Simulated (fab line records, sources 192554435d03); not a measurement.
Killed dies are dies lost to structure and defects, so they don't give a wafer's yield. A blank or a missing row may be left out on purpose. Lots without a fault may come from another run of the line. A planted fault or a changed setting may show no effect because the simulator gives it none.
Chamber matching | flow n5_finfet | N5_SD_EPI_P_SD_RECESS_17 on rie_si-03: 4 sister chambers
The step chemistry HBr/Cl2/O2, target depth 39.1 nm, bt time 3 s. 14 wafers are shown with their chamber, then 7 later ones without.

WAFERS WITH THEIR CHAMBER
wafer  | chamber | oes_o_777_au (a.u.) | drypump_motor_current_A (A) | oes_product_au (a.u.)
L074.1 | 0       | 0.959               | 5.6                         | 0.991
L074.3 | 3       | 1.012               | 6.0                         | 0.984
L074.5 | 0       | 0.959               | 5.5                         | 0.986
L078.1 | 2       | 1.025               | 6.2                         | 1.005
L078.3 | 3       | 1.006               | 6.0                         | 0.987
L078.6 | 1       | 0.988               | 6.2                         | 0.987
L083.1 | 1       | 0.991               | 6.3                         | 1.002
L083.2 | 2       | 1.025               | 6.2                         | 1.001
L083.3 | 3       | 1.004               | 6.0                         | 0.990
L086.1 | 1       | 0.987               | 6.3                         | 0.986
L086.4 | 0       | 0.963               | 5.6                         | 0.990
L086.5 | 0       | 0.963               | 5.5                         | 0.987
L088.3 | 0       | 0.958               | 5.6                         | 0.987
L088.5 | 0       | 0.962               | 5.6                         | 0.993

SIGNATURES (means of the wafers above)
reading                 | chamber 0 | chamber 1 | chamber 2 | chamber 3 | scatter within a chamber
oes_o_777_au            | 0.96067   | 0.98867   | 1.02500   | 1.00733   | 0.00262
drypump_motor_current_A | 5.567     | 6.267     | 6.200     | 6.000     | 0.0447
oes_product_au          | 0.98900   | 0.99167   | 1.00300   | 0.98700   | 0.00474
Rule: a wafer's distance from a chamber is the root of the sum, over the readings, of the square of ((its reading less the chamber's mean) divided by the reading's scatter). The wafer belongs to the nearest chamber; if the next one is less than 2 further off, it can't be placed. The scatter: the root of (the sum of the squares of (reading less its chamber's mean) over the shown wafers, divided by (wafers less chambers)).

WAFERS WITHOUT THEIR CHAMBER
wafer  | oes_o_777_au (a.u.) | drypump_motor_current_A (A) | oes_product_au (a.u.)
L088.6 | 0.983               | 6.3                         | 1.002
L096.3 | 0.958               | 5.6                         | 0.996
L096.4 | 0.988               | 6.2                         | 0.999
L096.5 | 0.966               | 5.6                         | 0.999
L097.1 | 0.987               | 6.3                         | 0.995
L097.3 | 0.953               | 5.5                         | 0.981
L097.4 | 1.025               | 6.2                         | 1.007

WHICH CHAMBER EACH WENT THROUGH
wafer  | from the rows above | in truth
L088.6 | 1                   | 1
L096.3 | 0                   | 0
L096.4 | 1                   | 1
L096.5 | 0                   | 0
L097.1 | 1                   | 1
L097.3 | 0                   | 0
L097.4 | 2                   | 2
Placed correctly: 7 of 7. Can't be placed from these rows: 0. Placed wrongly: 0.
